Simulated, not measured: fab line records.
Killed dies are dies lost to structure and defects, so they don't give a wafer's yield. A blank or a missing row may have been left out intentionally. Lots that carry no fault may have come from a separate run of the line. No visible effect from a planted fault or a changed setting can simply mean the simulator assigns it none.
fab line records + flow nandHarc
record:
- lots: 5
- wafers: 15
- lastDay: 33
route steps=1302 shown P_STI@92 P_GATE@110 END@1302
lots that met no fault: taken from a fault-free run of the same line
startH: hours from the record's first day to the start of the lot's first wafer shown + waitH: time in hours since the lot's previous step + " identical to the entry in the row above + L1.1+2: several wafers, shown together as one row + - no value, or no start was given + * or withheld: withheld + < > ~ a bound
route shown NAME@n: names a module that has steps shown in the file, with the first one's number in the route + usual: mean/standard deviation of fault-free wafers + same: alike in all rows + chamber/n: place in a boat + sites: the reading at each site + _std_site: standard deviation of those values + _edge_site: inner sites' mean taken away from outer sites' mean + radiusMm: how far each site lies from the wafer's centre + mask NAME#n: copy n + behind: the tool/chamber that last shaped the wafer + hold: the reason the lot was held/the length of the hold in hours/how it ended + device: transistor that didn't switch, given as n, p or np + end of line: the tests these same wafers got at the end of their route + a step without rows: its recipe alone + killed: dies that structure and defects cost at the first sort, which is not the same as the wafer's yield + map: shows each die of a wafer: x if killed, . if not, _ if none is there
set.NAME: the setting that was run; set.NAME@STEP: the one run at that earlier step + model.NAME: the simulator's own value behind a step, which no gauge read
lots at selected steps of the route; one table per step, one row per wafer
services: when a tool's chamber went out of use (startH, in hours from the record's first day, below 0 if earlier), for how many hours, and the reason
== steps ==
step: NHARC_P_STI_OCD_MEAS_17
usual:
- trenchDepthNm: 300/5.4
- trenchFootCdNm: 156.8/1.9
| lot.wafer | tool   | chamber | startH | waitH | trenchDepthNm | trenchFootCdNm |
|-----------|--------|---------|--------|-------|---------------|----------------|
| L797.1    | ocd-02 | -       | 48.66  | 0.1   | 296           | 159.0          |
| L797.2    | "      | -       | "      | "     | 291           | 162.2          |
| L797.3    | "      | -       | "      | "     | 299           | 156.7          |
| L805.2    | ocd-01 | -       | 123.29 | 0.1   | 298           | 157.0          |
| L805.3    | "      | -       | "      | "     | 300           | 158.7          |
| L805.5    | "      | -       | "      | "     | 296           | 159.4          |
| L808.2    | ocd-02 | -       | 153.51 | 0.1   | 309           | 155.6          |
| L808.5    | "      | -       | "      | "     | 309           | 156.5          |
| L808.6    | "      | -       | "      | "     | 296           | 155.2          |
| L819.2    | ocd-02 | -       | 263.70 | 0.1   | 299           | 157.5          |
| L819.4    | "      | -       | "      | "     | 294           | 157.7          |
| L819.5    | "      | -       | "      | "     | 299           | 158.0          |
| L820.1    | ocd-01 | -       | 273.49 | 0.1   | 300           | 156.9          |
| L820.2    | "      | -       | "      | "     | 304           | 153.2          |
| L820.5    | "      | -       | "      | "     | 301           | 154.5          |
step: NHARC_P_STI_STRIP_19
recipe:
- timeS: 900
- tempC: 130
- chemistry: SPM
step: NHARC_P_STI_PRECLEAN_32
recipe:
- timeS: *
- tempC: 50
- bathAgeMin: 0
- chemistry: SC1
step: NHARC_P_STI_SRD_23
step: NHARC_P_STI_OCD_MEAS_43
usual:
- trenchDepthNm: 300/5.4
- trenchFootCdNm: 156.8/1.8
| lot.wafer | tool   | chamber | startH | waitH | trenchDepthNm | trenchFootCdNm |
|-----------|--------|---------|--------|-------|---------------|----------------|
| L797.1    | ocd-01 | -       | 49.16  | -     | 296           | 158.3          |
| L797.2    | "      | -       | "      | "     | 291           | 162.2          |
| L797.3    | "      | -       | "      | "     | 299           | 156.7          |
| L805.2    | ocd-02 | -       | 123.79 | -     | 298           | 156.9          |
| L805.3    | "      | -       | "      | "     | 300           | 158.6          |
| L805.5    | "      | -       | "      | "     | 296           | 158.2          |
| L808.2    | ocd-01 | -       | 154.03 | -     | 308           | 155.6          |
| L808.5    | "      | -       | "      | "     | 309           | 155.9          |
| L808.6    | "      | -       | "      | "     | 296           | 155.3          |
| L819.2    | ocd-01 | -       | 264.21 | -     | 299           | 157.7          |
| L819.4    | "      | -       | "      | "     | 294           | 157.6          |
| L819.5    | "      | -       | "      | "     | 300           | 158.0          |
| L820.1    | ocd-02 | -       | 273.99 | -     | 300           | 155.8          |
| L820.2    | "      | -       | "      | "     | 303           | 152.8          |
| L820.5    | "      | -       | "      | "     | 301           | 154.4          |
step: NHARC_P_STI_OXIDE_33
recipe:
- targetThkA: 100
- tempC: 1000
- oxTimeS: 281
- material: SiO2
step: NHARC_P_STI_HDPCVD_20
recipe:
- targetThkA: withheld
- sigmaOpenFrac: withheld
- material: SiO2
step: NHARC_P_STI_ANNEAL_34
recipe:
- tempC: 1000
- timeS: 1800
step: NHARC_P_STI_CMP_21
recipe:
- tOverpolishS: 20
- targetThkNm: 380.67
usual:
- motorCurrentA: 12.5/1.8
- overpolishRunS: 20.000/0.0084
| lot.wafer | tool   | chamber | startH | waitH | motorCurrentA | overpolishRunS |
|-----------|--------|---------|--------|-------|---------------|----------------|
| L797.3    | cmp-03 | 0       | 70.18  | 0.4   | 16.0          | 20.001         |
| L797.1    | "      | 2       | "      | "     | 12.0          | 19.995         |
| L797.2    | "      | 3       | "      | "     | 11.2          | 19.997         |
| L805.3    | cmp-02 | 1       | 140.40 | 0.4   | 13.7          | 19.999         |
| L805.2    | "      | 2       | "      | "     | 11.4          | 20.004         |
| L805.5    | "      | 1       | "      | "     | 13.2          | 19.994         |
| L808.2    | cmp-03 | 1       | 170.29 | 0.4   | 11.7          | 19.994         |
| L808.6    | "      | 3       | "      | "     | 11.2          | 19.996         |
| L808.5    | "      | 0       | "      | "     | 16.3          | 19.992         |
| L819.4    | cmp-01 | 1       | 283.47 | 0.4   | 9.8           | 20.000         |
| L819.2    | "      | 0       | "      | "     | 13.5          | 19.997         |
| L819.5    | "      | 1       | "      | "     | 9.7           | 20.017         |
| L820.1    | cmp-03 | 0       | 293.14 | 0.4   | 16.7          | 19.995         |
| L820.2    | "      | 1       | "      | "     | 11.4          | 20.001         |
| L820.5    | "      | 1       | "      | "     | 11.1          | 20.014         |
step: NHARC_P_STI_SRD_35
step: NHARC_P_STI_ETCH_36
recipe:
- targetDepthA: 388
- chemistry: dHF
- material: SiO2
step: NHARC_P_STI_STRIP_24
recipe:
- tempC: 160
- chemistry: H3PO4
- material: Si3N4
| lot.wafer  | tool        | chamber | startH | waitH |
|------------|-------------|---------|--------|-------|
| L797.2+3+1 | wetBench-04 | 6,7,1   | 70.52  | 0.0   |
| L805.5+2+3 | wetBench-04 | 3,5,6   | 140.75 | 0.0   |
| L808.6+2+5 | wetBench-09 | 0,4,5   | 170.58 | 0.0   |
| L819.5+4+2 | wetBench-02 | 6,7,2   | 283.82 | 0.0   |
| L820.2+1+5 | wetBench-09 | 6,0,2   | 293.47 | 0.0   |
step: NHARC_P_STI_ETCH_37
recipe:
- targetDepthA: 110
- chemistry: dHF
- material: SiO2
step: NHARC_P_STI_PRECLEAN_38
recipe:
- timeS: *
- tempC: 50
- bathAgeMin: 0
- chemistry: SC1
step: NHARC_P_STI_SRD_39
step: NHARC_P_STI_OXIDE_40
recipe:
- targetThkA: 100
- tempC: 900
- oxTimeS: 1362
- material: SiO2
step: NHARC_P_STI_INSPECT_25
usual:
- rawDefectCount: 220/80
| lot.wafer | tool             | chamber | startH | waitH | rawDefectCount |
|-----------|------------------|---------|--------|-------|----------------|
| L797.1    | defectInspect-02 | -       | 80.72  | 0.4   | 186            |
| L797.2    | "                | -       | "      | "     | 206            |
| L797.3    | "                | -       | "      | "     | 227            |
| L805.2    | defectInspect-02 | -       | 149.36 | 0.4   | 168            |
| L805.3    | "                | -       | "      | "     | 237            |
| L805.5    | "                | -       | "      | "     | 247            |
| L808.2    | defectInspect-01 | -       | 178.04 | 0.4   | 362            |
| L808.5    | "                | -       | "      | "     | 389            |
| L808.6    | "                | -       | "      | "     | 380            |
| L819.2    | defectInspect-02 | -       | 291.26 | 0.4   | 180            |
| L819.4    | "                | -       | "      | "     | 199            |
| L819.5    | "                | -       | "      | "     | 264            |
| L820.1    | defectInspect-01 | -       | 301.50 | 0.4   | 159            |
| L820.2    | "                | -       | "      | "     | 250            |
| L820.5    | "                | -       | "      | "     | 237            |
step: NHARC_P_GATE_ETCH_69
recipe:
- targetDepthA: 140
- chemistry: dHF
- material: SiO2
step: NHARC_P_GATE_PRECLEAN_70
recipe:
- timeS: *
- tempC: 50
- bathAgeMin: 0
- chemistry: SC1
step: NHARC_P_GATE_SRD_01
step: NHARC_P_GATE_OXIDE_02
recipe:
- targetThkA: 375
- tempC: 950
- pH2oTorr: 720
- oxTimeS: 365
- material: SiO2
step: NHARC_P_GATE_DEHYDRATE_03
recipe:
- tempC: 150
- timeS: 120
step: NHARC_P_GATE_HMDS_04
recipe:
- timeS: 30
step: NHARC_P_GATE_COAT_05
recipe:
- spinRpm: 4690
step: NHARC_P_GATE_SOFTBAKE_06
recipe:
- tempC: 122
- timeS: 95
step: NHARC_P_GATE_EBR_07
step: NHARC_P_GATE_EXPOSE_08
recipe:
- na: 0.6
- doseMj: 16.75
- maskId: P_HV
step: NHARC_P_GATE_PEB_09
recipe:
- pebTempC: 118
- pebTimeS: 85
step: NHARC_P_GATE_DEVELOP_10
recipe:
- timeS: 70
step: NHARC_P_GATE_CD_MEAS_11
recipe:
- targetCdNm: 1640
- landingEnergyEv: 500
usual:
- cdNm: 1640.0/1.6
| lot.wafer | tool     | chamber | startH | waitH | cdNm   |
|-----------|----------|---------|--------|-------|--------|
| L797.1    | cdSem-02 | 0       | 89.48  | -     | 1640.0 |
| L797.2    | "        | 0       | "      | "     | 1642.0 |
| L797.3    | "        | 0       | "      | "     | 1642.2 |
| L805.2    | cdSem-02 | 0       | 157.54 | -     | 1638.1 |
| L805.3    | "        | 0       | "      | "     | 1639.4 |
| L805.5    | "        | 0       | "      | "     | 1638.4 |
| L808.2    | cdSem-03 | 0       | 186.52 | -     | 1638.9 |
| L808.5    | "        | 0       | "      | "     | 1639.6 |
| L808.6    | "        | 0       | "      | "     | 1636.7 |
| L819.2    | cdSem-01 | 0       | 301.68 | -     | 1641.4 |
| L819.4    | "        | 0       | "      | "     | 1638.1 |
| L819.5    | "        | 0       | "      | "     | 1639.4 |
| L820.1    | cdSem-02 | 0       | 309.74 | -     | 1640.5 |
| L820.2    | "        | 0       | "      | "     | 1638.9 |
| L820.5    | "        | 0       | "      | "     | 1642.0 |
step: NHARC_P_GATE_HARDBAKE_12
recipe:
- tempC: 125
- timeS: 80
step: NHARC_P_GATE_DESCUM_13
recipe:
- timeS: 3
- o2FlowSccm: 200
- arFlowSccm: 0
- biasPowerW: 0
- chemistry: O2
usual:
- drypumpMotorCurrentA: 5.6/0.44
- oesProductAu: 1.000/0.0095
- rfVppV: 57.9/0.9
- showerheadPlenumPTorr: 1.93/0.089
- throttleValvePct: 11.313/0.009
| lot.wafer | tool       | chamber | startH | waitH | drypumpMotorCurrentA | oesProductAu | rfHoursCounterH | rfVppV | showerheadPlenumPTorr | throttleValvePct |
|-----------|------------|---------|--------|-------|----------------------|--------------|-----------------|--------|-----------------------|------------------|
| L797.2    | rieDiel-07 | 2       | 89.64  | -     | 5.3                  | 0.984        | 6.8             | 56.7   | 1.81                  | 11.299           |
| L797.3    | "          | 3       | "      | "     | 5.7                  | 0.991        | 7.5             | 57.1   | 1.84                  | 11.324           |
| L797.1    | "          | 1       | "      | "     | 5.0                  | 0.990        | 6.6             | 57.5   | 1.91                  | 11.314           |
| L805.3    | rieDiel-06 | 0       | 157.71 | -     | 6.1                  | 1.003        | 1.3             | 58.1   | 2.05                  | 11.322           |
| L805.2    | "          | 2       | "      | "     | 4.6                  | 0.999        | 1.1             | 57.7   | 2.03                  | 11.306           |
| L805.5    | "          | 3       | "      | "     | 6.1                  | 1.009        | -               | 57.1   | 1.99                  | 11.320           |
| L808.2    | rieDiel-06 | 2       | 186.68 | -     | 4.6                  | 1.017        | 2.5             | 57.9   | 2.03                  | 11.303           |
| L808.5    | "          | 2       | "      | "     | 4.6                  | 1.001        | -               | 58.9   | 2.03                  | 11.313           |
| L808.6    | "          | 3       | "      | "     | 6.1                  | 1.002        | -               | 59.6   | 1.99                  | 11.307           |
| L819.2    | rieDiel-06 | 0       | 301.85 | -     | 6.1                  | 0.980        | 8.6             | 58.6   | 2.04                  | 11.309           |
| L819.5    | "          | 3       | "      | "     | 6.1                  | 0.996        | -               | 58.3   | 1.99                  | 11.341           |
| L819.4    | "          | 1       | "      | "     | 5.7                  | 0.988        | -               | 58.4   | 1.84                  | 11.308           |
| L820.2    | rieDiel-11 | 1       | 309.92 | -     | 5.4                  | 1.001        | 3.4             | 59.0   | 2.05                  | 11.301           |
| L820.1    | "          | 2       | "      | "     | 6.3                  | 0.995        | 3.2             | 57.4   | 1.85                  | 11.305           |
| L820.5    | "          | 3       | "      | "     | 5.4                  | 0.993        | -               | 56.9   | 1.91                  | 11.318           |
step: NHARC_P_GATE_ETCH_14
recipe:
- targetDepthA: 488
- chemistry: dHF
- material: SiO2
step: NHARC_P_GATE_STRIP_15
recipe:
- timeS: 780
- tempC: 130
- chemistry: SPM
step: NHARC_P_GATE_PRECLEAN_71
recipe:
- timeS: *
- tempC: 50
- bathAgeMin: 0
- chemistry: SC1
step: NHARC_P_GATE_SRD_72
step: NHARC_P_GATE_OXIDE_16
recipe:
- targetThkA: 30
- tempC: 875
- oxTimeS: 392
- material: SiO2
step: NHARC_P_GATE_CVD_17
recipe:
- targetThkA: 1500
- tempC: 620
- timeS: 900
- material: poly-Si
step: NHARC_P_GATE_HM_DEP_102
recipe:
- targetThkA: 1200
- tempC: 400
- material: aC
usual:
- throttleValvePct: 35.001/0.009
| lot.wafer | tool      | chamber | startH | waitH | throttleValvePct |
|-----------|-----------|---------|--------|-------|------------------|
| L797.1    | aclDep-02 | 0       | 102.42 | 0.4   | 35.002           |
| L797.2    | "         | 0       | "      | "     | 34.984           |
| L797.3    | "         | 0       | "      | "     | 35.009           |
| L805.2    | aclDep-01 | 0       | 173.21 | 1.4   | 34.991           |
| L805.3    | "         | 0       | "      | "     | 34.984           |
| L805.5    | "         | 0       | "      | "     | 34.997           |
| L808.2    | aclDep-03 | 0       | 205.35 | 6.4   | 35.005           |
| L808.5    | "         | 0       | "      | "     | 34.997           |
| L808.6    | "         | 0       | "      | "     | 34.999           |
| L819.2    | aclDep-01 | 0       | 314.98 | 1.0   | 35.007           |
| L819.4    | "         | 0       | "      | "     | 35.014           |
| L819.5    | "         | 0       | "      | "     | 34.984           |
| L820.1    | aclDep-02 | 0       | 323.35 | 0.4   | 35.005           |
| L820.2    | "         | 0       | "      | "     | 34.997           |
| L820.5    | "         | 0       | "      | "     | 34.997           |
step: NHARC_P_GATE_DEP_103
recipe:
- targetThkA: 300
- targetThkNm: 30
- tempC: 400
- flowSccm: 200
- rfW: 350
- material: SiON
usual:
- heaterPowerW: 724/71
| lot.wafer | tool     | chamber | startH | waitH | heaterPowerW |
|-----------|----------|---------|--------|-------|--------------|
| L797.1    | pecvd-03 | 1       | 103.08 | 0.6   | 705          |
| L797.2    | "        | 2       | "      | "     | 682          |
| L797.3    | "        | 0       | "      | "     | 785          |
| L805.2    | pecvd-01 | 1       | 173.77 | 0.5   | 837          |
| L805.3    | "        | 0       | "      | "     | 756          |
| L805.5    | "        | 1       | "      | "     | 828          |
| L808.2    | pecvd-01 | 2       | 205.93 | 0.5   | 832          |
| L808.6    | "        | 1       | "      | "     | 772          |
| L808.5    | "        | 2       | "      | "     | 834          |
| L819.2    | pecvd-02 | 0       | 315.57 | 0.5   | 629          |
| L819.4    | "        | 2       | "      | "     | 752          |
| L819.5    | "        | 0       | "      | "     | 624          |
| L820.1    | pecvd-03 | 2       | 324.01 | 0.6   | 699          |
| L820.2    | "        | 1       | "      | "     | 693          |
| L820.5    | "        | 1       | "      | "     | 686          |
step: NHARC_P_GATE_DEHYDRATE_18
recipe:
- tempC: 150
- timeS: 120
step: NHARC_P_GATE_INSPECT_28
usual:
- rawDefectCount: 6/3.1
| lot.wafer | tool             | chamber | startH | waitH | rawDefectCount |
|-----------|------------------|---------|--------|-------|----------------|
| L797.1    | defectInspect-01 | -       | 103.91 | 0.0   | 5              |
| L797.2    | "                | -       | "      | "     | 10             |
| L797.3    | "                | -       | "      | "     | 8              |
| L805.2    | defectInspect-02 | -       | 174.57 | 0.0   | 5              |
| L805.3    | "                | -       | "      | "     | 10             |
| L805.5    | "                | -       | "      | "     | 8              |
| L808.2    | defectInspect-02 | -       | 206.71 | 0.0   | 285            |
| L808.5    | "                | -       | "      | "     | 288            |
| L808.6    | "                | -       | "      | "     | 257            |
| L819.2    | defectInspect-01 | -       | 316.22 | 0.0   | 8              |
| L819.4    | "                | -       | "      | "     | 8              |
| L819.5    | "                | -       | "      | "     | 8              |
| L820.1    | defectInspect-01 | -       | 324.68 | 0.0   | 8              |
| L820.2    | "                | -       | "      | "     | 6              |
| L820.5    | "                | -       | "      | "     | 11             |
step: NHARC_P_GATE_INSPECT_68
usual:
- rawDefectCount: 204/78
| lot.wafer | tool             | chamber | startH | waitH | rawDefectCount |
|-----------|------------------|---------|--------|-------|----------------|
| L797.1    | defectInspect-02 | -       | 122.24 | 0.2   | 128            |
| L797.2    | "                | -       | "      | "     | 159            |
| L797.3    | "                | -       | "      | "     | 124            |
| L805.2    | defectInspect-01 | -       | 193.00 | 0.1   | 125            |
| L805.3    | "                | -       | "      | "     | 187            |
| L805.5    | "                | -       | "      | "     | 188            |
| L808.2    | defectInspect-02 | -       | 225.30 | 0.1   | 404            |
| L808.5    | "                | -       | "      | "     | 411            |
| L808.6    | "                | -       | "      | "     | 400            |
| L819.2    | defectInspect-01 | -       | 334.31 | 0.1   | 196            |
| L819.4    | "                | -       | "      | "     | 198            |
| L819.5    | "                | -       | "      | "     | 240            |
| L820.1    | defectInspect-02 | -       | 342.95 | 0.2   | 127            |
| L820.2    | "                | -       | "      | "     | 244            |
| L820.5    | "                | -       | "      | "     | 240            |
step: NHARC_END_SORT_01
recipe:
- tempC: 25
usual:
- killedAtArray: 52/18
- killedAtOther: 0.6/1.1
- killedAtPeriphery: 3.7/2.4
- killedDies: 57/19
- killedOpen: 3.1/1.7
- killedShort: 2.5/1.7
same:
- grossDies: 677
| lot.wafer | tool      | chamber | startH | waitH | killedAtArray | killedAtOther | killedAtPeriphery | killedDies | killedOpen | killedShort |
|-----------|-----------|---------|--------|-------|---------------|---------------|-------------------|------------|------------|-------------|
| L797.1    | prober-01 | 0       | 584.73 | 2.5   | 51            | 0             | 2                 | 53         | 2          | 2           |
| L797.2    | prober-01 | 0       | 585.53 | 2.8   | 47            | 0             | 2                 | 49         | 2          | 6           |
| L797.3    | prober-01 | 0       | 586.33 | 3.1   | 41            | 0             | 4                 | 45         | 4          | 3           |
| L805.2    | prober-02 | 0       | 637.63 | 2.7   | 43            | 2             | 2                 | 47         | 3          | 0           |
| L805.3    | prober-02 | 0       | 638.43 | 3.0   | 43            | 0             | 5                 | 48         | 4          | 5           |
| L805.5    | prober-02 | 0       | 640.02 | 3.7   | 59            | 1             | 2                 | 62         | 0          | 0           |
| L808.2    | prober-01 | 0       | 686.77 | 2.8   | 32            | 3             | 79                | 114        | 3          | 2           |
| L808.5    | prober-01 | 0       | 689.18 | 3.7   | 20            | 1             | 51                | 72         | 4          | 1           |
| L808.6    | prober-01 | 0       | 689.98 | 4.0   | 37            | 1             | 71                | 109        | 4          | 1           |
killed by level:class
L797.1 A_SLIT:chamberFilmFlake=26 A_STAIRCASE:chamberFilmFlake=8 A_CHANNEL_HOLE_D2:chamberFilmFlake=7 A_CONTACT:chamberFilmFlake=4 P_M1:geometricParticle:open=1 A_CHANNEL_HOLE_D1:geometricParticle:open=1 A_ONON_D2:geometricParticle:short=1 A_WL_FILL:geometricParticle:short=1
L797.2 A_SLIT:chamberFilmFlake=27 A_CHANNEL_HOLE_D2:chamberFilmFlake=5 A_CHANNEL_FILL_D1:geometricParticle:short=3 A_STAIRCASE:chamberFilmFlake=3 A_CONTACT:chamberFilmFlake=3 P_M0:geometricParticle:short=1 A_SOURCE_PLATE:geometricParticle:open=1 A_ONON_D2:geometricParticle:open=1
L797.3 A_SLIT:chamberFilmFlake=20 A_CHANNEL_HOLE_D2:chamberFilmFlake=6 A_STAIRCASE:chamberFilmFlake=3 A_CONTACT:chamberFilmFlake=3 A_M0:geometricParticle:open=2 P_ZERO_WELL:chamberFilmFlake=2 A_CHANNEL_HOLE_D1:chamberFilmFlake=2 P_M0:geometricParticle:open=1
L805.2 A_CHANNEL_HOLE_D1:chamberFilmFlake=18 A_CHANNEL_HOLE_D2:chamberFilmFlake=11 A_CONTACT:chamberFilmFlake=7 THIN_TSV:chamberFilmFlake=2 P_M0:geometricParticle:open=1 A_ONON_D1:geometricParticle:open=1 A_ONON_D2:geometricParticle:open=1 A_WL_FILL:chamberFilmFlake=1
L805.3 A_CHANNEL_HOLE_D1:chamberFilmFlake=21 A_CHANNEL_HOLE_D2:chamberFilmFlake=8 A_CONTACT:chamberFilmFlake=6 P_CONTACT:geometricParticle:open=2 A_WL_FILL:geometricParticle:short=2 P_CONTACT:geometricParticle:short=1 A_DECK1_JOINT:geometricParticle:short=1 A_CHANNEL_HOLE_D2:geometricParticle:open=1
L805.5 A_CHANNEL_HOLE_D1:chamberFilmFlake=27 A_CHANNEL_HOLE_D2:chamberFilmFlake=18 A_CONTACT:chamberFilmFlake=8 P_ZERO_WELL:chamberFilmFlake=2 A_SLIT:chamberFilmFlake=2 A_CHANNEL_FILL_D1:chamberFilmFlake=1 A_DECK1_JOINT:chamberFilmFlake=1 A_STAIRCASE:chamberFilmFlake=1
L808.2 P_STI:unspecified=78 A_CHANNEL_HOLE_D1:chamberFilmFlake=22 THIN_TSV:chamberFilmFlake=3 A_M0:chamberFilmFlake=2 P_CONTACT:geometricParticle:open=1 A_ONON_D1:geometricParticle:short=1 A_CHANNEL_FILL_D1:geometricParticle:open=1 A_WL_FILL:geometricParticle:short=1
L808.5 P_STI:unspecified=47 A_CHANNEL_HOLE_D1:chamberFilmFlake=7 A_M0:chamberFilmFlake=6 P_GATE:chamberFilmFlake=3 P_M0:geometricParticle:open=1 A_ONON_D1:geometricParticle:open=1 A_CHANNEL_FILL_D1:geometricParticle:open=1 A_ONON_D2:geometricParticle:short=1
L808.6 P_STI:unspecified=68 A_CHANNEL_HOLE_D1:chamberFilmFlake=25 A_CHANNEL_FILL_D2:geometricParticle:open=3 A_M0:chamberFilmFlake=3 A_DECK1_JOINT:chamberFilmFlake=2 P_CONTACT:geometricParticle:open=1 A_WL_FILL:geometricParticle:short=1 P_ZERO_WELL:chamberFilmFlake=1
map L808.2 (x killed, . not)
____________.____________
_________......._________
_______..x........_______
______.............______
_____..............._____
____.............x...____
____..........xxx....____
___.........xx.xx.....___
___........x...xx..x..___
__........x.xxxxxxx....__
__..x......xxxxxxxxx...__
_.........xxxxxxxx......_
_..........xxxxxxxx....._
_.xxx.......xxxxxxxx...._
_..........xxxxxxxxx...._
_...........xxxxxxx....x_
..............xxxx.....x.
..........x.xx.xxx......x
................x.x..xxx.
......................xxx
.....................xxxx
_............x.......xxx_
_.....................xx_
_x...................xxx_
_.....................x._
_.....................xx_
__...........x.........__
__.....................__
___...................___
___......x............___
____.................____
____.................____
_____..............._____
______.............______
_______..........._______
_________......._________
____________.____________
map L820.2 (x killed, . not)
____________.____________
_________x...xx._________
_______....xxxxxxx_______
______....xxxxxx.x.______
_____..x....xxxxx.x._____
____x.....xxxxxxx....____
____......xxxxxxx....____
___.........xxxxx...x.___
___.......x.xxx.x.....___
__........xx.xxx.......__
__.........x.x.........__
_..............x........_
_.............x........._
_......................._
_...............x......._
_x..........x..........._
..x.............x........
...x.....................
.........................
.x.......................
........................x
_......................._
_.....xx................_
_......................._
_.....x................._
_......................._
__....x................__
__................x....__
___...................___
___...................___
____......x..........____
____.................____
_____..............._____
______.....x.......______
_______..........._______
_________......._________
____________.____________
== services ==
| tool        | chamber | startH | hours | kind   |
|-------------|---------|--------|-------|--------|
| rieDiel-06  | 1       | 50.43  | 4.7   | repair |
| wetBench-04 | -       | 51.20  | 8.0   | pm     |
| rieDiel-06  | 1       | 57.22  | 8.1   | repair |
| aclDep-02   | -       | 60.61  | 13.0  | pm     |
| cmp-03      | -       | 64.00  | 4.0   | pm     |
| pecvd-03    | 0       | 97.84  | 3.6   | repair |
| wetBench-09 | -       | 98.44  | 7.0   | repair |
| pecvd-03    | -       | 105.64 | 3.0   | repair |
| pecvd-01    | 0       | 114.49 | 4.6   | repair |
| rieDiel-06  | -       | 130.20 | 9.0   | pm     |
| pecvd-01    | -       | 130.25 | 13.0  | pm     |
| rieDiel-06  | 1       | 155.56 | 13.0  | repair |
| rieDiel-06  | 2       | 159.63 | 4.4   | repair |
| cmp-03      | -       | 162.00 | 4.0   | pm     |
| pecvd-03    | -       | 171.76 | 1.4   | repair |
| wetBench-09 | -       | 176.80 | 8.0   | pm     |
| rieDiel-06  | 3       | 190.50 | 11.0  | repair |
| rieDiel-06  | 1       | 190.71 | 27.0  | repair |
| rieDiel-06  | 0       | 245.15 | 13.6  | repair |
| rieDiel-06  | -       | 256.25 | 1.1   | repair |
| cmp-03      | -       | 260.00 | 4.0   | pm     |
| rieDiel-06  | 0       | 287.07 | 7.5   | repair |
| rieDiel-06  | 2       | 294.48 | 15.5  | repair |
| rieDiel-06  | -       | 307.20 | 9.0   | pm     |
== key ==
firstSign:
- step: NHARC_P_GATE_INSPECT_28
- reading: rawDefectCount
- direction: up
- sigmas: 88
- usual: 6
- struck: 277
effect:
- step: NHARC_P_GATE_INSPECT_68
- reading: rawDefectCount
- direction: up
- sigmas: 2.6
- usual: 204
- struck: 405
effect:
- step: NHARC_END_SORT_01
- reading: killedAtPeriphery
- direction: up
- sigmas: 27
- usual: 3.7
- struck: 67
moreKillsBornAt:
- NHARC_P_STI_STRIP_24@wetBench-09: 193
metAt NHARC_P_STI_STRIP_24
struckWafers L808.2,L808.5,L808.6
testerLeftOut L808
alsoFits NHARC_P_GATE_HM_DEP_102:aclDep-03,NHARC_P_GATE_DEP_103:pecvd-01
fault:
- kind: chamberParticleSource
- tool: wetBench-09
- chamber: -
- onsetH: 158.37
- steps: NHARC_P_STI_STRIP_24
- ratePerVisitCm2: 0.39926
- endH: 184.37
testerLeftOut: of these lots the tester's yield and bins aren't shown, on N5 and GAA mostly nor the transistor test; their killed dies are dies lost to structure and defects alone, not to doping, threshold or leakage, so they don't give the yield
